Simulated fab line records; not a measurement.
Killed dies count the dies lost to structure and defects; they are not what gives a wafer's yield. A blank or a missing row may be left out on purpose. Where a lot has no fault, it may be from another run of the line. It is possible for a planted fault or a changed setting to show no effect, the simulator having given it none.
What tool caused it? | flow n5Finfet | 72 wafers from 24 lots sampled at 6 of the route's 1938 steps

== WHAT THE GAUGES SHOWED, per wafer ==
N5_BEOL_M11_CD_MEAS_11 targets a cd of 64.1 nm.
lot  | measured     | on       | cdNm (nm)
L074 | day 11 14:04 | cdSem-01 | 64.1 64.5 64.7
L075 | day 11 22:49 | cdSem-01 | 63.9 64.4 64.2
L077 | day 12 05:18 | cdSem-03 | 64.8 64.6 64.8
L076 | day 12 22:05 | cdSem-02 | 63.6 64.2 63.9
L078 | day 12 22:19 | cdSem-02 | 63.4 63.8 63.4
L079 | day 13 04:19 | cdSem-03 | 63.7 63.8 63.1
L080 | day 13 04:29 | cdSem-03 | 63.1 63.1 63.0
L081 | day 13 14:06 | cdSem-02 | 63.7 63.4 63.5
L082 | day 14 00:08 | cdSem-03 | 64.2 64.4 64.3
L083 | day 14 01:24 | cdSem-01 | 64.2 63.9 63.7
L084 | day 14 07:56 | cdSem-03 | 64.1 64.1 64.2
L086 | day 14 08:50 | cdSem-03 | 64.2 64.5 64.5
L085 | day 14 20:17 | cdSem-01 | 64.7 64.4 64.1
L087 | day 14 23:19 | cdSem-01 | 63.9 64.5 64.3
L088 | day 15 05:44 | cdSem-03 | 64.6 63.9 64.1
L089 | day 15 05:55 | cdSem-02 | 64.8 64.8 64.3
L090 | day 15 12:53 | cdSem-02 | 63.5 64.2 63.6
L092 | day 16 03:47 | cdSem-01 | 63.5 63.7 64.0
L091 | day 16 03:57 | cdSem-02 | 63.7 64.3 64.7
L093 | day 16 08:59 | cdSem-01 | 63.2 63.4 63.5
L094 | day 16 12:56 | cdSem-03 | 63.3 63.4 63.6
L095 | day 16 19:44 | cdSem-02 | 63.3 63.0 63.2
L096 | day 17 15:09 | cdSem-03 | 63.9 63.8 64.6
L097 | day 17 20:34 | cdSem-01 | 63.6 64.1 63.5

N5_BEOL_M12_THK_MEAS_01.
lot  | measured     | on           | M12_ILD_THK (nm)
L074 | day 11 18:58 | filmMetro-02 | 653 665 678
L075 | day 12 06:07 | filmMetro-01 | 654 666 661
L077 | day 12 13:28 | filmMetro-01 | 649 660 660
L076 | day 13 03:21 | filmMetro-01 | 647 661 665
L078 | day 13 05:22 | filmMetro-01 | 650 652 661
L079 | day 13 10:33 | filmMetro-02 | 656 662 676
L080 | day 13 11:30 | filmMetro-02 | 646 659 656
L081 | day 13 22:05 | filmMetro-01 | 656 649 647
L082 | day 14 08:08 | filmMetro-01 | 657 657 665
L083 | day 14 09:08 | filmMetro-02 | 659 653 665
L084 | day 14 13:56 | filmMetro-01 | 644 655 655
L086 | day 14 13:40 | filmMetro-02 | 650 648 657
L085 | day 15 03:07 | filmMetro-02 | 645 655 659
L087 | day 15 04:37 | filmMetro-02 | 657 652 661
L088 | day 15 11:32 | filmMetro-01 | 656 646 655
L089 | day 15 11:34 | filmMetro-02 | 655 649 651
L090 | day 15 18:49 | filmMetro-01 | 650 656 656
L092 | day 16 11:13 | filmMetro-02 | 649 669 660
L091 | day 16 13:54 | filmMetro-01 | 660 665 670
L093 | day 16 14:33 | filmMetro-02 | 652 669 664
L094 | day 16 18:03 | filmMetro-02 | 655 660 659
L095 | day 17 01:05 | filmMetro-01 | 645 659 659
L096 | day 17 21:32 | filmMetro-01 | 641 646 655
L097 | day 18 01:37 | filmMetro-02 | 647 657 654

== WHAT TOOL EACH LOT RAN ON (gives the tool, then ch and the chambers of the sampled wafers, and finally the start) ==
lot  | N5_BEOL_M11_CURE_71          | N5_BEOL_M11_STRIP_67              | N5_BEOL_M11_HM_OPEN_17           | N5_BEOL_M11_CMP_52
L074 | uvCure-02 ch 2, day 11 12:37 | rieDiel-04 ch 1,2, day 11 14:23   | rieMetal-02 ch 0, day 11 14:25   | cmp-01 ch 0,2,3, day 11 18:25
L075 | uvCure-03 ch 1, day 11 19:49 | rieDiel-06 ch 0,1, day 11 23:08   | rieMetal-02 ch 0,1, day 11 23:11 | cmp-02 ch 0,1,3, day 12 05:33
L077 | uvCure-01 ch 1, day 12 01:28 | rieDiel-01 ch 1,2, day 12 05:37   | rieMetal-02 ch 0,1, day 12 05:40 | cmp-02 ch 0,2, day 12 12:53
L076 | uvCure-02 ch 0, day 12 17:47 | rieDiel-04 ch 0,3, day 12 22:25   | rieMetal-02 ch 1, day 12 22:27   | cmp-02 ch 1,2,3, day 13 02:49
L078 | uvCure-03 ch 2, day 12 18:26 | rieDiel-04 ch 0,2,3, day 12 22:40 | rieMetal-02 ch 1, day 12 22:44   | cmp-02 ch 0,3, day 13 04:45
L079 | uvCure-01 ch 1, day 13 01:59 | rieDiel-04 ch 0,1,2, day 13 04:38 | rieMetal-01 ch 0, day 13 04:41   | cmp-03 ch 0,1,3, day 13 09:59
L080 | uvCure-02 ch 1, day 13 02:41 | rieDiel-06 ch 0,2,3, day 13 04:48 | rieMetal-02 ch 1, day 13 04:54   | cmp-02 ch 1,2, day 13 10:53
L081 | uvCure-02 ch 0, day 13 10:55 | rieDiel-06 ch 1,2,3, day 13 14:25 | rieMetal-02 ch 1, day 13 14:29   | cmp-01 ch 1,2, day 13 21:29
L082 | uvCure-01 ch 0, day 13 21:47 | rieDiel-06 ch 1,2,3, day 14 00:28 | rieMetal-02 ch 1, day 14 00:30   | cmp-03 ch 0,1,3, day 14 07:33
L083 | uvCure-02 ch 0, day 13 23:19 | rieDiel-04 ch 0,2,3, day 14 01:43 | rieMetal-01 ch 0,1, day 14 01:46 | cmp-01 ch 0,1,2, day 14 08:35
L084 | uvCure-03 ch 0, day 14 05:52 | rieDiel-06 ch 1,2,3, day 14 08:16 | rieMetal-01 ch 1, day 14 08:19   | cmp-02 ch 1,2, day 14 13:17
L086 | uvCure-02 ch 1, day 14 06:53 | rieDiel-04 ch 0,2,3, day 14 09:13 | rieMetal-01 ch 0,1, day 14 09:15 | cmp-01 ch 0,1,2, day 14 13:01
L085 | uvCure-01 ch 1, day 14 17:53 | rieDiel-04 ch 1,2, day 14 20:38   | rieMetal-01 ch 0,1, day 14 20:40 | cmp-02 ch 1,2,3, day 15 02:32
L087 | uvCure-03 ch 1, day 14 20:56 | rieDiel-01 ch 0,2, day 14 23:38   | rieMetal-03 ch 0,1, day 14 23:41 | cmp-03 ch 2,3, day 15 04:00
L088 | uvCure-01 ch 2, day 15 03:38 | rieDiel-06 ch 0,1,2, day 15 06:04 | rieMetal-01 ch 1, day 15 06:06   | cmp-03 ch 2,3, day 15 10:55
L089 | uvCure-02 ch 0, day 15 04:04 | rieDiel-06 ch 0,1, day 15 06:19   | rieMetal-03 ch 0,1, day 15 06:21 | cmp-01 ch 0,1,2, day 15 10:59
L090 | uvCure-02 ch 1, day 15 11:46 | rieDiel-04 ch 0,1,2, day 15 13:23 | rieMetal-02 ch 1, day 15 13:25   | cmp-02 ch 0,3, day 15 18:12
L092 | uvCure-02 ch 2, day 16 00:01 | rieDiel-06 ch 0,2,3, day 16 04:06 | rieMetal-01 ch 0,1, day 16 04:08 | cmp-03 ch 0,1, day 16 10:37
L091 | uvCure-01 ch 1, day 16 00:46 | rieDiel-04 ch 0,1,3, day 16 04:16 | rieMetal-02 ch 0,1, day 16 04:18 | cmp-03 ch 0,2,3, day 16 13:22
L093 | uvCure-02 ch 1, day 16 05:53 | rieDiel-04 ch 2,3, day 16 09:19   | rieMetal-01 ch 0,1, day 16 09:21 | cmp-03 ch 0,1,2, day 16 14:01
L094 | uvCure-01 ch 1, day 16 11:07 | rieDiel-01 ch 0,1,3, day 16 13:15 | rieMetal-01 ch 1, day 16 13:19   | cmp-03 ch 1,2, day 16 17:29
L095 | uvCure-03 ch 2, day 16 18:12 | rieDiel-06 ch 0,1,2, day 16 20:10 | rieMetal-03 ch 0,1, day 16 20:13 | cmp-02 ch 0,3, day 17 00:31
L096 | uvCure-02 ch 1, day 17 11:09 | rieDiel-01 ch 0,1,2, day 17 15:28 | rieMetal-01 ch 0, day 17 15:31   | cmp-01 ch 1,2,3, day 17 20:55
L097 | uvCure-03 ch 2, day 17 18:15 | rieDiel-06 ch 1,2, day 17 20:53   | rieMetal-03 ch 0,1, day 17 20:56 | cmp-02 ch 1,2,3, day 18 00:58
- N5_BEOL_M11_CURE_71: cures SiCOH lowk, time 240 s.
- N5_BEOL_M11_STRIP_67: strips in CF4.
- N5_BEOL_M11_HM_OPEN_17: chemistry Cl2/BCl3, target TiN, target depth 20 nm, overetch 6 nm.
- N5_BEOL_M11_CMP_52: polishes, stops on SiCOH lowk, t overpolish 7 s, target thk 140 nm.

== AS READ BY THE TOOLS THEMSELVES (means over the sampled wafers that have a number; for cases with no such wafer, the mark the record gives instead) ==
N5_BEOL_M11_CURE_71.
lot  | tool      | lampPowerPct (%) | wafer_temp_C_max
L074 | uvCure-02 | 52.29            | 386.8
L075 | uvCure-03 | 52.31            | 386.4
L077 | uvCure-01 | 52.32            | 387.3
L076 | uvCure-02 | 52.33            | 386.6
L078 | uvCure-03 | 52.36            | 387.3
L079 | uvCure-01 | 52.35            | 388.1
L080 | uvCure-02 | 52.35            | 386.9
L081 | uvCure-02 | 52.26            | 386.6
L082 | uvCure-01 | 52.28            | 386.7
L083 | uvCure-02 | 52.31            | 386.7
L084 | uvCure-03 | 52.33            | 387.0
L086 | uvCure-02 | 52.34            | 386.7
L085 | uvCure-01 | 52.34            | 388.9
L087 | uvCure-03 | 52.28            | 386.6
L088 | uvCure-01 | 52.30            | 388.2
L089 | uvCure-02 | 52.30            | 386.1
L090 | uvCure-02 | 52.28            | 387.6
L092 | uvCure-02 | 52.29            | 386.6
L091 | uvCure-01 | 52.34            | 387.6
L093 | uvCure-02 | 52.30            | 386.8
L094 | uvCure-01 | 52.31            | 387.6
L095 | uvCure-03 | 52.29            | 387.5
L096 | uvCure-02 | 52.31            | 386.8
L097 | uvCure-03 | 52.28            | 387.0

N5_BEOL_M11_STRIP_67.
lot  | tool       | drypumpMotorCurrentA (A) | oesProductAu (a.u.) | rfVppV (V) | showerheadPlenumPTorr (Torr) | throttleValvePct (%)
L074 | rieDiel-04 | 6.1                      | 0.75                | 270.0      | 1.78                         | 13.75
L075 | rieDiel-06 | 5.8                      | 0.81                | 270.6      | 1.81                         | 13.45
L077 | rieDiel-01 | 5.5                      | 0.76                | 270.3      | 1.75                         | 13.60
L076 | rieDiel-04 | 5.7                      | 0.87                | 272.4      | 1.84                         | 13.37
L078 | rieDiel-04 | 5.8                      | 0.83                | 271.0      | 1.82                         | 13.51
L079 | rieDiel-04 | 5.8                      | 0.79                | 271.3      | 1.83                         | 13.63
L080 | rieDiel-06 | 6.0                      | 0.81                | 270.7      | 1.78                         | 13.63
L081 | rieDiel-06 | 5.5                      | 0.76                | 270.0      | 1.77                         | 13.77
L082 | rieDiel-06 | 5.5                      | 0.76                | 270.0      | 1.76                         | 13.77
L083 | rieDiel-04 | 5.8                      | 0.82                | 271.6      | 1.81                         | 13.53
L084 | rieDiel-06 | 5.5                      | 0.76                | 269.8      | 1.76                         | 13.79
L086 | rieDiel-04 | 5.8                      | 0.82                | 271.5      | 1.81                         | 13.54
L085 | rieDiel-04 | 6.0                      | 0.73                | 271.5      | 1.81                         | 13.79
L087 | rieDiel-01 | 5.3                      | 0.76                | 270.3      | 1.78                         | 13.58
L088 | rieDiel-06 | 5.9                      | 0.79                | 271.8      | 1.80                         | 13.59
L089 | rieDiel-06 | 5.8                      | 0.79                | 272.4      | 1.80                         | 13.51
L090 | rieDiel-04 | 5.8                      | 0.77                | 271.5      | 1.82                         | 13.67
L092 | rieDiel-06 | 6.0                      | 0.87                | 272.5      | 1.85                         | 13.50
L091 | rieDiel-04 | 5.7                      | 0.81                | 272.8      | 1.85                         | 13.54
L093 | rieDiel-04 | 6.1                      | 0.76                | 269.8      | 1.76                         | 13.73
L094 | rieDiel-01 | 5.8                      | 0.79                | 271.1      | 1.78                         | 13.45
L095 | rieDiel-06 | 5.9                      | 0.87                | 271.5      | 1.80                         | 13.41
L096 | rieDiel-01 | 5.7                      | 0.74                | 270.6      | 1.77                         | 13.63
L097 | rieDiel-06 | 6.0                      | 0.86                | 270.8      | 1.79                         | 13.50

N5_BEOL_M11_HM_OPEN_17.
lot  | tool        | drypumpMotorCurrentA (A) | oesProductAu (a.u.) | throttleValvePct (%)
L074 | rieMetal-02 | 5.3                      | 0.54                | 21.99
L075 | rieMetal-02 | 5.5                      | 0.63                | 21.97
L077 | rieMetal-02 | 5.5                      | 0.63                | 21.98
L076 | rieMetal-02 | 5.8                      | 0.79                | 21.92
L078 | rieMetal-02 | 5.8                      | 0.79                | 21.93
L079 | rieMetal-01 | 5.1                      | 0.56                | 22.47
L080 | rieMetal-02 | 5.8                      | 0.78                | 21.95
L081 | rieMetal-02 | 5.8                      | 0.77                | 21.94
L082 | rieMetal-02 | 5.8                      | 0.78                | 21.92
L083 | rieMetal-01 | 5.4                      | 0.55                | 22.40
L084 | rieMetal-01 | 6.1                      | 0.57                | 22.19
L086 | rieMetal-01 | 5.8                      | 0.56                | 22.32
L085 | rieMetal-01 | 5.4                      | 0.55                | 22.39
L087 | rieMetal-03 | 5.3                      | 0.72                | 22.00
L088 | rieMetal-01 | 6.1                      | 0.56                | 22.23
L089 | rieMetal-03 | 5.2                      | 0.72                | 22.01
L090 | rieMetal-02 | 5.8                      | 0.75                | 21.94
L092 | rieMetal-01 | 5.4                      | 0.55                | 22.41
L091 | rieMetal-02 | 5.5                      | 0.78                | 21.87
L093 | rieMetal-01 | 5.4                      | 0.55                | 22.40
L094 | rieMetal-01 | 6.1                      | 0.55                | 22.23
L095 | rieMetal-03 | 5.2                      | 0.71                | 22.02
L096 | rieMetal-01 | 5.1                      | 0.83                | 22.35
L097 | rieMetal-03 | 5.3                      | 0.71                | 22.02

N5_BEOL_M11_CMP_52.
lot  | tool   | barrierFieldEndpointS (s) | headPressurePsi (psi) | motorCurrentA (A) | overpolishRunS (s) | retainingRingPressureFrac | timeToEndpointS (s)
L074 | cmp-01 | 28.3                      | 1.0007                | 6.0               | 6.997              | 0.994                     | 67.7
L075 | cmp-02 | 28.2                      | 1.0003                | 6.0               | 6.998              | 0.997                     | 64.8
L077 | cmp-02 | 27.8                      | 0.9993                | 6.0               | 6.996              | 1.001                     | 63.5
L076 | cmp-02 | 28.6                      | 0.9993                | 5.9               | 7.000              | 1.002                     | 64.5
L078 | cmp-02 | 28.3                      | 1.0006                | 6.2               | 6.995              | 0.997                     | 64.4
L079 | cmp-03 | 29.2                      | 0.9989                | 5.8               | 7.001              | 0.997                     | 70.1
L080 | cmp-02 | 29.1                      | 1.0034                | 5.9               | 6.999              | 0.998                     | 67.7
L081 | cmp-01 | 28.0                      | 1.0018                | 6.3               | 6.994              | 1.005                     | 64.7
L082 | cmp-03 | 29.3                      | 0.9987                | 5.8               | 7.004              | 1.000                     | 66.6
L083 | cmp-01 | 28.4                      | 1.0030                | 6.3               | 7.000              | 1.001                     | 64.0
L084 | cmp-02 | 29.3                      | 1.0009                | 5.8               | 7.003              | 1.000                     | 69.9
L086 | cmp-01 | 29.1                      | 1.0022                | 6.1               | 7.010              | 0.995                     | 64.0
L085 | cmp-02 | 28.8                      | 0.9986                | 5.9               | 6.998              | 0.997                     | 65.9
L087 | cmp-03 | 28.6                      | 1.0015                | 6.6               | 7.006              | 0.998                     | 68.5
L088 | cmp-03 | 28.4                      | 1.0015                | 6.0               | 6.995              | 1.006                     | 65.8
L089 | cmp-01 | 28.6                      | 1.0006                | 6.0               | 6.995              | 1.002                     | 65.6
L090 | cmp-02 | 29.0                      | 1.0010                | 6.0               | 6.995              | 1.004                     | 67.7
L092 | cmp-03 | 28.6                      | 0.9997                | 5.8               | 6.998              | 1.000                     | 65.7
L091 | cmp-03 | 28.7                      | 0.9971                | 6.3               | 6.992              | 1.000                     | 66.1
L093 | cmp-03 | 28.7                      | 0.9983                | 6.2               | 6.988              | 1.002                     | 65.1
L094 | cmp-03 | 28.5                      | 0.9984                | 6.5               | 6.999              | 0.995                     | 63.3
L095 | cmp-02 | 28.8                      | 1.0017                | 6.0               | 6.989              | 1.004                     | 64.8
L096 | cmp-01 | 28.7                      | 1.0007                | 6.3               | 6.996              | 1.002                     | 63.9
L097 | cmp-02 | 28.6                      | 0.9993                | 5.9               | 6.997              | 1.001                     | 66.5

== THE ANSWER, worked out from the rows above alone ==
Rule: the lots themselves supply what counts as usual. Put in order of their means at a reading, lots are off if they are a third of the lots or fewer, leave a main group of 4 or more, and stand apart from it by a gap of 3 or more times the standard deviation of the main group's means; of several such gaps the widest counts. A main group is skipped when, at the precision printed for the reading in the tables above, its means are all equal. Also off: a lot with no number at a reading for which 4 or more lots have one. All remaining lots with rows at the step are treated as sound. After the gauges, taken in route order, come the tools' own readings; for these a lot's mean is taken, as printed above. At the first step where some lot is off, the reading lying furthest off is the one used; lots without a number count as furthest.
No lot is off on any of the readings shown, so nothing can be concluded from this.

== WHAT HAD BEEN PUT IN BY THE SIMULATOR ==
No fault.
